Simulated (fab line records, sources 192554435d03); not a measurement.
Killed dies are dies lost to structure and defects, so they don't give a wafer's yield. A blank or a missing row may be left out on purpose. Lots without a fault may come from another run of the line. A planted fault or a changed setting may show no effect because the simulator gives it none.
One fault seen from 3 desks | flow n5_finfet | each desk has only its own numbers; what lay behind them comes last

THE TOOL OWNER'S DESK: implanter-02
The tool's own readings at N5_WELL_APT_IMPLANT_15: means of the sampled wafers that have a number, for each lot that ran on this tool. A lot is out of limits, marked OUT, if its mean lies more than 4 standard deviations from the usual mean; the brackets give that distance.
Columns: A = dose_ions_cm2 at N5_WELL_APT_IMPLANT_15, usual 1.5e+13; B = faraday_current_uA at N5_WELL_APT_IMPLANT_15, usual 189
lot  | first seen here | A                         | B
L241 | day 1 14:26     | 1.5e+13                   | 193
L249 | day 3 14:06     | 1.5e+13                   | 187
L251 | day 4 02:11     | 2.0e+13 (+99 or more) OUT | 255 (+18) OUT
L254 | day 4 20:05     | 2.0e+13 (+99 or more) OUT | 253 (+17) OUT
L256 | day 5 08:03     | 2.0e+13 (+99 or more) OUT | 261 (+20) OUT
This desk's finding: out of limits on L251, L254, L256; first on L251, day 4 02:11 (dose_ions_cm2 at N5_WELL_APT_IMPLANT_15). In limits: L241, L249.

THE DEFECT DESK
What the inspections along the route counted, lot by lot: means of the sampled wafers that have a number. A lot is out of limits, marked OUT, if its mean lies more than 4 standard deviations from the usual mean; the brackets give that distance.
Columns: A = raw_defect_count at N5_ZERO_LAYER_INSPECT_20, usual 37
lot  | first seen here | A
L241 | day 1 13:23     | 21
L244 | day 2 07:16     | 25
L249 | day 3 13:26     | 55
L251 | day 4 01:23     | 35
L252 | day 4 07:16     | 52
L253 | day 4 13:38     | 28
L254 | day 4 19:23     | 47
L256 | day 5 07:23     | 27
L259 | day 6 01:23     | 46
L261 | day 6 13:16     | 24
This desk's finding: nothing out of limits on any of the 10 lots.

THE METROLOGY DESK
What the gauges read, lot by lot, whatever tool the lot ran on: means of the sampled wafers that have a number. A lot is out of limits, marked OUT, if its mean lies more than 4 standard deviations from the usual mean; the brackets give that distance. Of its 13 readings 7 are shown: the one that was out of limits first, and those that lie furthest out on some lot.
Columns: A = cd_nm at N5_PMOS_HMC_CHANNEL_EPI_CD_MEAS_09, usual 237.5 nm; B = CJ_P at N5_BEOL_M4_RC_MEAS_101, usual 5.84; C = IOFF_P at N5_BEOL_M4_RC_MEAS_101, usual 0.20 nA/um; D = IOFF_P_LONG at N5_BEOL_M4_RC_MEAS_101, usual 0.000102 nA/um; E = ION_P at N5_BEOL_M4_RC_MEAS_101, usual 459 uA/um; F = VT_N at N5_BEOL_M4_RC_MEAS_101, usual 251 mV; G = VT_P at N5_BEOL_M4_RC_MEAS_101, usual -252 mV
lot  | first seen here | A     | B               | C    | D        | E   | F   | G
L241 | day 1 17:47     | 235.7 | 5.76            | 0.22 | 0.000113 | 464 | 250 | -246
L244 | day 2 12:32     | 237.5 | 5.73            | 0.20 | 0.000096 | 454 | 249 | -252
L249 | day 3 17:12     | 236.7 | 5.58            | 0.16 | 0.000090 | 446 | 254 | -256
L251 | day 4 05:24     | 238.4 | 6.92 (+6.8) OUT | 0.17 | 0.000119 | 456 | 252 | -258
L252 | day 4 11:04     | 238.1 | 6.22            | 0.19 | 0.000102 | 451 | 256 | -254
L253 | day 4 17:59     | 237.2 | 5.79            | 0.19 | 0.000097 | 455 | 247 | -253
L254 | day 4 23:21     | 238.0 | 6.91 (+6.7) OUT | 0.20 | 0.000129 | 456 | 250 | -253
L256 | day 5 11:07     | 238.6 | 6.71 (+5.4) OUT | 0.19 | 0.000121 | 458 | 251 | -253
L259 | day 6 05:57     | 238.0 | 5.99            | 0.20 | 0.000110 | 463 | 249 | -250
L261 | day 6 16:51     | 237.7 | 5.61            | 0.21 | 0.000116 | 464 | 252 | -248
This desk's finding: out of limits on L251, L254, L256; first on L251, day 11 12:44 (CJ_P at N5_BEOL_M4_RC_MEAS_101). In limits: L241, L244, L249, L252, L253, L259, L261.

PUT TOGETHER
The tool owner's desk could have raised an alarm at day 4 02:11, on L251, L254, L256.
The metrology desk could have raised an alarm at day 11 12:44, on L251, L254, L256.
The defect desk saw nothing out of limits.
The defect desk has L251, L254, L256 on record, within its limits.
Of the lots named, all ran N5_WELL_APT_IMPLANT_15 on implanter-02.

WHAT THE SIMULATOR HAD PUT IN
Process parameter drift: implanter-02, from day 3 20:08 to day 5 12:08, at N5_WELL_APT_IMPLANT_15. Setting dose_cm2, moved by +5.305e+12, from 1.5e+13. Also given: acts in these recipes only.
Lots struck among those shown: L251, L254, L256.
Hours from the fault's start to each desk's first reading out of limits: the tool owner's desk, 6; the metrology desk, 185.
